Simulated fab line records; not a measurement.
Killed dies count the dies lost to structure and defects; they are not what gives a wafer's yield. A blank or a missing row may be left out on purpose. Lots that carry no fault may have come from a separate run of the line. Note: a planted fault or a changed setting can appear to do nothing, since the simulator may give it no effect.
fab line records -- flow n5Finfet
record lots=4, wafers=12, lastDay=18
route steps=1938 shown BEOL_M6@1203 PASSIVATION@1936
lots with no fault: from the same line, run without faults
startH: the number of hours between the record's first day and the start of the first shown wafer of the lot -- waitH: time in hours since the lot's previous step -- " as in the row above -- L1.1+2: several wafers, shown together as one row -- - no value, or no start given -- * or withheld: withheld -- < > ~ a bound
route shown NAME@n: a module of which the file shows steps, and the number in the route of the first -- usual: average and standard deviation across the fault-free wafers -- same: alike in all rows -- chamber/n: place in a boat -- sites: per-site readings -- _std_site: standard deviation across them -- _edge_site: inner sites' mean taken away from outer sites' mean -- radiusMm: for every site, how far away it sits from the centre of the wafer -- mask NAME#n: copy n -- behind: the tool/chamber that last shaped the wafer -- hold: the reason the lot was held/the length of the hold in hours/how it ended -- device: the n, p or np transistor that did not switch -- end of line: at the end of the route, the tests of the same wafers -- a step without rows: its recipe alone -- killed: at the first sort, the dies lost to defects and structure; wafer yield is something else -- map: shows each die of a wafer: x if killed, . if not, _ if none is there
set.NAME: the setting the step ran with; set.NAME@STEP: the setting that earlier step ran with -- model.NAME: the simulator's own value behind a step, which no gauge read
lots at selected steps of the route; one table per step, one row per wafer
services: when a tool's chamber went out of use (startH, in hours from the record's first day, below 0 if earlier), for how many hours, and the reason
## steps
# step N5_BEOL_M6_SOFTBAKE_06
# recipe tempC=110, timeS=60, resist=CAR-ArF
# step N5_BEOL_M6_EXPOSE_08
# recipe maskId=M6, na=1.35, sourceShape=dipole, sigmaInner=0.817, sigmaOuter=0.97, polarization=te, doseMj=68.25
# step N5_BEOL_M6_PEB_09
# recipe pebTempC=withheld, pebTimeS=60, resist=CAR-ArF
# step N5_BEOL_M6_DEVELOP_10
# recipe developTimeS=30, developer=TMAH, resist=CAR-ArF, rinseLiquid=diw, dry=airSpin, devTempC=23
# step N5_BEOL_M6_DESCUM_16
# recipe chemistry=O2, timeS=7.9, sourcePowerW=50, biasPowerW=20, pressureMtorr=20, rfFrequencyHz=2.712e+07, tempC=40, resist=CAR-ArF, o2FlowSccm=225
# step N5_BEOL_M6_ETCH_61
# recipe chemistry=CF4, target=SiARC, targetDepthA=455, maskMaterial=CAR-ArF, timeS=75.8, ionEnergyEv=80, pressureMtorr=40, sourceW=545, biasW=36, Ar_flow_sccm=100, cf4FlowSccm=100, ends=cleared
# step N5_BEOL_M6_ETCH_62
# recipe chemistry=N2/H2, target=SOC, targetDepthA=1100, overetchA=220, maskMaterial=SiARC, tempC=40, timeS=165, ionEnergyEv=200, pressureMtorr=30, sourceW=840, biasW=150, n2FlowSccm=200, h2FlowSccm=200
# step N5_BEOL_M6_STRIP_68
# recipe chemistry=N2/H2, tempC=40, n2FlowSccm=200, h2FlowSccm=200, rfFrequencyHz=6e+07
# step N5_BEOL_M6_STRIP_67
# recipe chemistry=CF4, resist=SiARC, powerW=300, biasPowerW=75, pressureMtorr=50, cf4FlowSccm=150, rfFrequencyHz=6e+07
# step N5_BEOL_M6_HM_OPEN_17
# recipe chemistry=Cl2/BCl3, targetDepthA=200, overetchA=60, target=TiN, maskMaterial=SOC, ionEnergyEv=150, pressureMtorr=10, icpW=1000, biasW=126, Cl2_flow_sccm=53.25, bcl3FlowSccm=21.75, Ar_flow_sccm=25
# usual drypumpMotorCurrentA=5.51/0.21, oesProductAu=0.66/0.086, throttleValvePct=22.19/0.2
lot.wafer,tool,chamber,startH,waitH,drypumpMotorCurrentA,oesProductAu,rfHoursCounterH,throttleValvePct
L440.1,rieMetal-02,1,232.54,0.0,5.30,0.72,23,22.31
L440.3,rieMetal-02,0,232.54,0.0,5.47,0.83,-,22.12
L440.5,rieMetal-02,1,232.54,0.0,5.33,0.72,-,22.32
L441.1,rieMetal-02,0,236.72,0.0,5.48,0.82,0,22.14
L441.5,rieMetal-02,0,236.72,0.0,5.49,0.82,-,22.16
L441.6,rieMetal-02,1,236.72,0.0,5.30,0.72,-,22.30
L453.2,rieMetal-02,1,333.71,0.0,5.32,0.70,33,22.34
L453.3,rieMetal-02,1,333.71,0.0,5.29,0.70,-,22.33
L453.6,rieMetal-02,0,333.71,0.0,5.50,0.74,-,22.16
L454.2,rieMetal-03,1,342.67,0.0,5.49,0.84,0,22.02
L454.3,rieMetal-03,1,342.67,0.0,5.47,0.83,-,22.03
L454.4,rieMetal-03,0,342.67,0.0,5.27,0.66,-,22.11
# step N5_BEOL_M6_STRIP_19
# recipe chemistry=O2, powerW=400, tempC=40, pressureMtorr=30, rfFrequencyHz=6e+07, biasPowerW=0, overashFraction=0.2, o2FlowSccm=225
# step N5_BEOL_M6_COAT_63
# recipe resist=SOC, tempC=250, timeS=60, spinRpm=1500, resistThkNm=60
# step N5_BEOL_M6_COAT_64
# recipe resist=SiARC, tempC=220, timeS=60, spinRpm=1500, resistThkNm=12
# step N5_BEOL_M6_COAT_71
# recipe resist=underlayer, tempC=205, timeS=60, spinRpm=1500, resistThkNm=5
# step N5_BEOL_M6_COAT_22
# recipe resist=CAR-EUV, spinRpm=1500, resistThkNm=30
# step N5_BEOL_M6_EBR_24
# recipe solvent=PGMEA, ebrWidthMm=1.5
# step N5_BEOL_M6_SOFTBAKE_23
# recipe tempC=110, timeS=60, resist=CAR-EUV
# step N5_BEOL_M6_EXPOSE_25
# recipe maskId=V5, na=0.33, sourceShape=annular, sigmaInner=0.4, sigmaOuter=0.8, polarization=unpolarized, targetCdNm=40, doseMj=45
# step N5_BEOL_M6_PEB_26
# recipe pebTempC=100, pebTimeS=60, resist=CAR-EUV
# step N5_BEOL_M6_DEVELOP_27
# recipe developTimeS=30, developer=TMAH, resist=CAR-EUV, rinseLiquid=surfactantRinse, dry=airSpin, devTempC=23
# step N5_BEOL_M6_INSPECT_30
# recipe mode=adi, inspectInstrument=brightfield
# usual rawDefectCount=410/89
lot.wafer,tool,chamber,startH,waitH,rawDefectCount
L440.1,defectInspect-02,-,234.12,0.1,1706
L440.3,defectInspect-02,-,234.12,0.1,1781
L440.5,defectInspect-02,-,234.12,0.1,1797
L441.1,defectInspect-02,-,237.56,0.1,1941
L441.5,defectInspect-02,-,237.56,0.1,2106
L441.6,defectInspect-02,-,237.56,0.1,1856
L453.2,defectInspect-02,-,336.13,0.0,473
L453.3,defectInspect-02,-,336.13,0.0,388
L453.6,defectInspect-02,-,336.13,0.0,508
L454.2,defectInspect-02,-,344.64,0.0,396
L454.3,defectInspect-02,-,344.64,0.0,493
L454.4,defectInspect-02,-,344.64,0.0,496
# step N5_BEOL_M6_DESCUM_33
# recipe chemistry=O2, timeS=7, sourcePowerW=50, biasPowerW=20, pressureMtorr=20, rfFrequencyHz=2.712e+07, tempC=40, resist=CAR-EUV, o2FlowSccm=225
# step N5_PASSIVATION_PROBE_49
# usual defectLimitedYield=91.1/1.5, killed_at_M0_to_M3=37/11, killed_at_M4_up=13/5.6, killedAtContacts=12/5.6, killedAtFrontEnd=39/11, killedAtOther=4/3.1, killedDies=105/18, killedOnRim=14/3.8, killedOpen=69/13, killedShort=35/7.4, sort_bin_5_function=5.1/0.92, sort_bin_6_memory=3.4/0.76, sort_bin_8_speed=0.02/0.11, sortNPass=1075/18, sortYieldPct=91.1/1.5
# same grossDies=1180, killedAtBackSide=0, sort_bin_4_leakage[%]=0
lot.wafer,tool,chamber,startH,waitH,defectLimitedYield[%],killed_at_M0_to_M3,killed_at_M4_up,killedAtContacts,killedAtFrontEnd,killedAtOther,killedDies,killedOnRim,killedOpen,killedShort,sort_bin_5_function[%],sort_bin_6_memory[%],sort_bin_8_speed[%],sortNPass,sortYieldPct[%]
L440.1,prober-01,-,315.84,0.0,85.5,38,78,12,34,9,171,35,68,29,7.2,4.1,0,1009,85.5
L440.3,prober-01,-,315.94,0.1,83.2,54,91,7,41,5,198,31,62,53,9.1,3.9,0,982,83.2
L440.5,prober-01,-,316.04,0.2,85.0,41,74,13,44,5,177,34,62,46,8.4,3.7,0,1003,85.0
L441.1,prober-02,-,326.39,0.0,82.1,38,104,11,47,11,211,37,89,31,8.9,5.8,0,969,82.1
L441.5,prober-02,-,326.59,0.2,81.7,45,104,14,42,11,216,37,88,32,10.0,5.0,0,964,81.7
L441.6,prober-02,-,326.64,0.3,84.2,50,87,15,32,2,186,34,79,31,8.6,4.0,0,994,84.2
# killed by level:class
L440.1 BEOL_M6:unspecified=74 FIN_SAQP:geometricParticle:open=13 MOL_CONTACT_COAG:geometricParticle:open=12 BEOL_M0_SAQP:geometricParticle:open=9 FIN_SAQP:geometricParticle:short=8 BEOL_M0_SAQP:geometricParticle:short=7 BEOL_M2:geometricParticle:open=6 BEOL_M1:geometricParticle:open=5
L440.3 BEOL_M6:unspecified=82 FIN_SAQP:geometricParticle:short=13 BEOL_M0_SAQP:geometricParticle:short=13 BEOL_M0_SAQP:geometricParticle:open=11 BEOL_M2:geometricParticle:short=10 BEOL_M2:geometricParticle:open=9 STI_FIN_REVEAL:geometricParticle:open=8 FIN_SAQP:geometricParticle:open=7
L440.5 BEOL_M6:unspecified=68 FIN_SAQP:geometricParticle:short=12 MOL_CONTACT_COAG:geometricParticle:open=11 BEOL_M2:geometricParticle:open=9 STI_FIN_REVEAL:geometricParticle:open=8 BEOL_M0_SAQP:geometricParticle:short=7 BEOL_M0_SAQP:geometricParticle:open=6 BEOL_M0:geometricParticle:open=6
L441.1 BEOL_M6:unspecified=91 STI_FIN_REVEAL:geometricParticle:open=14 BEOL_M3:geometricParticle:open=11 MOL_CONTACT_COAG:geometricParticle:open=9 FIN_SAQP:geometricParticle:open=8 GATE_CUT:geometricParticle:short=8 BEOL_M2:geometricParticle:open=7 BEOL_M4:geometricParticle:open=7
L441.5 BEOL_M6:unspecified=87 BEOL_M3:geometricParticle:open=14 MOL_CONTACT_COAG:geometricParticle:open=12 BEOL_M2:geometricParticle:open=11 STI_FIN_REVEAL:geometricParticle:open=10 BEOL_M4:geometricParticle:open=9 HKMG_FIN:areaEtch=9 BEOL_M0_SAQP:geometricParticle:open=6
L441.6 BEOL_M6:unspecified=75 BEOL_M1:geometricParticle:open=13 MOL_CONTACT_COAG:geometricParticle:open=11 BEOL_M3:geometricParticle:open=11 BEOL_M0_SAQP:geometricParticle:open=9 FIN_SAQP:geometricParticle:open=6 STI_FIN_REVEAL:geometricParticle:open=6 BEOL_M0_SAQP:geometricParticle:short=6
# map L440.3 (x killed, . not)
_________________....x.......________________
______________....x............._____________
___________x.......x.....x..xx.....__________
__________......x.................x._________
________...x...x...........x.....x...._______
_______x..........x.......x.....x......______
______..............x.........x........._____
_____......x..........................xx.____
____...........x..x......x...x.....x..x...___
___.....................x...............x..__
___...x......x....x........................__
__........................xx..x.....x..x...._
__x.........x....................x.........._
_x......x..........................x..xx.x...
_............x.......x....x.........x....xxx.
_................x.......x.....xx.xx.........
_........................x.....x..x..........
_....x........................x...xxx......x.
_....x....x............x............x........
_.....x.......x.........................x....
_..x.......xx..............x.....x...........
__....x...x..x...x........x................._
__.................x...............x.x......_
___.....xx.............x....x........x.....__
___x..............................xx...xxx.__
____...x......x...x....x..x..x..xxxxx....x___
_____x........x.............xxxxxxxx.x...____
______.........xxx....x..x.xxxxxxxxxxxxx_____
_______...x.............x...xxxxxxxxxxx______
________.................xxxxxxxxxxxxx_______
__________.....x..x.......xxxxxxxxxx_________
___________..............xxxxxxxxxx__________
______________...x........xxxxxx_____________
_________________..........xx________________
# map L441.5 (x killed, . not)
_________________...x........________________
______________...........x....x._____________
___________.................x....x.__________
__________...........x.....x.x..x..._________
________.x.....xx....x...x............_______
_______..............x...xx............______
______.x.............xx............x...._____
_____xx.............x....x...x.....xx.x.x____
____..x........x.x.......x.x..............___
___........x.......x...x.xxx........x......__
___.....x............x.....x.....x.........__
__x...x.........x.........x..........x......_
__.......x.................xx..x......x..x.._
_...............x.x..x.....................x.
_..x............x................x...xx.....x
_x...........x........xxx.......x.xx.xx......
_..................x...x......x....x...x.x.x.
_.........x..................................
_................x.x......x..................
_................x.............x....xx.......
_..x..............x..x.......................
__x.x......x..x.x......................x...._
__...................x......xx...x.........._
___...................x..x...xx....x..x....__
___.......x....................x..xxx......__
____.............x......x....x.x.xx.......___
_____.x......x..............xxxxxxxxxx...____
______.....x......xx.......xxxxxxxxxxxxx_____
_______.x.x.................xxxxxxxxxxx______
________.......x...x....xxxxxxxxxxxxxx_______
__________...x..........x.xxxxxxxxxx_________
___________...........xxxxxxxxxxxxx__________
______________.x.........xxxxxxx_____________
_________________.x.......xxx________________
## services
tool,chamber,startH,hours,kind
rieMetal-02,1,209.25,8.3,repair
rieMetal-02,-,233.44,1.1,repair
rieMetal-03,0,240.05,54.4,repair
rieMetal-03,1,326.35,-,clean
rieMetal-03,1,326.35,12.2,scheduledDown
rieMetal-03,1,326.35,12.2,ventCycle
## key
firstSign step=N5_BEOL_M6_INSPECT_30, reading=rawDefectCount, direction=up, sigmas=16, usual=410, struck=1864
effect step=N5_PASSIVATION_PROBE_49, reading=killed_at_M4_up, direction=up, sigmas=14, usual=13, struck=90
moreKillsBornAt N5_BEOL_M6_HM_OPEN_17@rieMetal-02=477
metAt N5_BEOL_M6_HM_OPEN_17
struckWafers L440.1,L440.3,L440.5,L441.1,L441.5,L441.6
fault kind=chamberParticleSource, tool=rieMetal-02, chamber=-, onsetH=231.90, steps=N5_BEOL_M6_HM_OPEN_17, ratePerVisitCm2=2.2474, endH=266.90
